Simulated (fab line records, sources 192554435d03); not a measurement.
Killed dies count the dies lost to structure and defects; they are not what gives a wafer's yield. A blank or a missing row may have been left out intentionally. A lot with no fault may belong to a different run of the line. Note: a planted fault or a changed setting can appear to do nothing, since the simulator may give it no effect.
Matching of chambers || flow n5_finfet || N5_BEOL_M12_VIA_ETCH_16 on rie_diel-04: 4 sister chambers
The step etches SiOC in C4F8/O2/Ar, target depth 724.8 nm. 14 wafers are shown with their chamber, then 7 later ones without.

== WAFERS PAIRED WITH THEIR CHAMBERS ==
{"wafer": "L074.1", "chamber": 0, "drypump_motor_current_A (A)": 5.9, "showerhead_plenum_p_Torr (Torr)": 3.35, "throttle_valve_pct (%)": 23.95}
{"wafer": "L074.3", "chamber": 3, "drypump_motor_current_A (A)": 5.4, "showerhead_plenum_p_Torr (Torr)": 3.38, "throttle_valve_pct (%)": 24.15}
{"wafer": "L074.5", "chamber": 0, "drypump_motor_current_A (A)": 5.9, "showerhead_plenum_p_Torr (Torr)": 3.35, "throttle_valve_pct (%)": 23.96}
{"wafer": "L077.1", "chamber": 2, "drypump_motor_current_A (A)": 4.8, "showerhead_plenum_p_Torr (Torr)": 3.49, "throttle_valve_pct (%)": 24.21}
{"wafer": "L077.2", "chamber": 0, "drypump_motor_current_A (A)": 5.9, "showerhead_plenum_p_Torr (Torr)": 3.34, "throttle_valve_pct (%)": 23.96}
{"wafer": "L077.6", "chamber": 0, "drypump_motor_current_A (A)": 6.0, "showerhead_plenum_p_Torr (Torr)": 3.34, "throttle_valve_pct (%)": 23.97}
{"wafer": "L078.1", "chamber": 2, "drypump_motor_current_A (A)": 4.8, "showerhead_plenum_p_Torr (Torr)": 3.49, "throttle_valve_pct (%)": 24.20}
{"wafer": "L078.4", "chamber": 3, "drypump_motor_current_A (A)": 5.4, "showerhead_plenum_p_Torr (Torr)": 3.37, "throttle_valve_pct (%)": 24.17}
{"wafer": "L078.6", "chamber": 0, "drypump_motor_current_A (A)": 5.9, "showerhead_plenum_p_Torr (Torr)": 3.34, "throttle_valve_pct (%)": 23.96}
{"wafer": "L080.1", "chamber": 3, "drypump_motor_current_A (A)": 5.4, "showerhead_plenum_p_Torr (Torr)": 3.37, "throttle_valve_pct (%)": 24.18}
{"wafer": "L080.5", "chamber": 1, "drypump_motor_current_A (A)": 5.1, "showerhead_plenum_p_Torr (Torr)": 3.49, "throttle_valve_pct (%)": 24.35}
{"wafer": "L080.6", "chamber": 0, "drypump_motor_current_A (A)": 5.9, "showerhead_plenum_p_Torr (Torr)": 3.34, "throttle_valve_pct (%)": 23.98}
{"wafer": "L083.1", "chamber": 0, "drypump_motor_current_A (A)": 5.9, "showerhead_plenum_p_Torr (Torr)": 3.33, "throttle_valve_pct (%)": 23.96}
{"wafer": "L083.2", "chamber": 1, "drypump_motor_current_A (A)": 5.1, "showerhead_plenum_p_Torr (Torr)": 3.49, "throttle_valve_pct (%)": 24.36}

SIGNATURES, as means of the wafers listed above
{"reading": "drypump_motor_current_A", "chamber 0": 5.914, "chamber 1": 5.100, "chamber 2": 4.800, "chamber 3": 5.400, "scatter within a chamber": 0.0293}
{"reading": "showerhead_plenum_p_Torr", "chamber 0": 3.3414, "chamber 1": 3.4900, "chamber 2": 3.4900, "chamber 3": 3.3733, "scatter within a chamber": 0.00594}
{"reading": "throttle_valve_pct", "chamber 0": 23.9629, "chamber 1": 24.3550, "chamber 2": 24.2050, "chamber 3": 24.1667, "scatter within a chamber": 0.0105}
Rule: distance of a wafer from a chamber = root of the sum over the readings of ((wafer's reading minus chamber's mean) / reading's scatter) squared. If the next closest chamber is less than 2 further off than the closest, the wafer can't be placed; otherwise it belongs to the closest. The scatter: the root of (the sum of the squares of (reading less its chamber's mean) over the shown wafers, divided by (wafers less chambers)).

== WAFERS WITHOUT THEIR CHAMBER ==
{"wafer": "L083.5", "drypump_motor_current_A (A)": 5.1, "showerhead_plenum_p_Torr (Torr)": 3.49, "throttle_valve_pct (%)": 24.35}
{"wafer": "L091.1", "drypump_motor_current_A (A)": 6.0, "showerhead_plenum_p_Torr (Torr)": 3.32, "throttle_valve_pct (%)": 24.00}
{"wafer": "L091.2", "drypump_motor_current_A (A)": 5.4, "showerhead_plenum_p_Torr (Torr)": 3.36, "throttle_valve_pct (%)": 24.20}
{"wafer": "L091.6", "drypump_motor_current_A (A)": 5.9, "showerhead_plenum_p_Torr (Torr)": 3.32, "throttle_valve_pct (%)": 24.00}
{"wafer": "L095.1", "drypump_motor_current_A (A)": 4.8, "showerhead_plenum_p_Torr (Torr)": 3.47, "throttle_valve_pct (%)": 24.24}
{"wafer": "L095.3", "drypump_motor_current_A (A)": 5.4, "showerhead_plenum_p_Torr (Torr)": 3.35, "throttle_valve_pct (%)": 24.21}
{"wafer": "L095.6", "drypump_motor_current_A (A)": 5.4, "showerhead_plenum_p_Torr (Torr)": 3.35, "throttle_valve_pct (%)": 24.19}

== WHICH CHAMBER EACH WENT THROUGH ==
{"wafer": "L083.5", "from the rows above": 1, "in truth": 1}
{"wafer": "L091.1", "from the rows above": 0, "in truth": 0}
{"wafer": "L091.2", "from the rows above": 3, "in truth": 3}
{"wafer": "L091.6", "from the rows above": 0, "in truth": 0}
{"wafer": "L095.1", "from the rows above": 2, "in truth": 2}
{"wafer": "L095.3", "from the rows above": 3, "in truth": 3}
{"wafer": "L095.6", "from the rows above": 3, "in truth": 3}
Placed correctly: 7 of 7. Left unplaced by these rows: 0. Placed wrongly: 0.
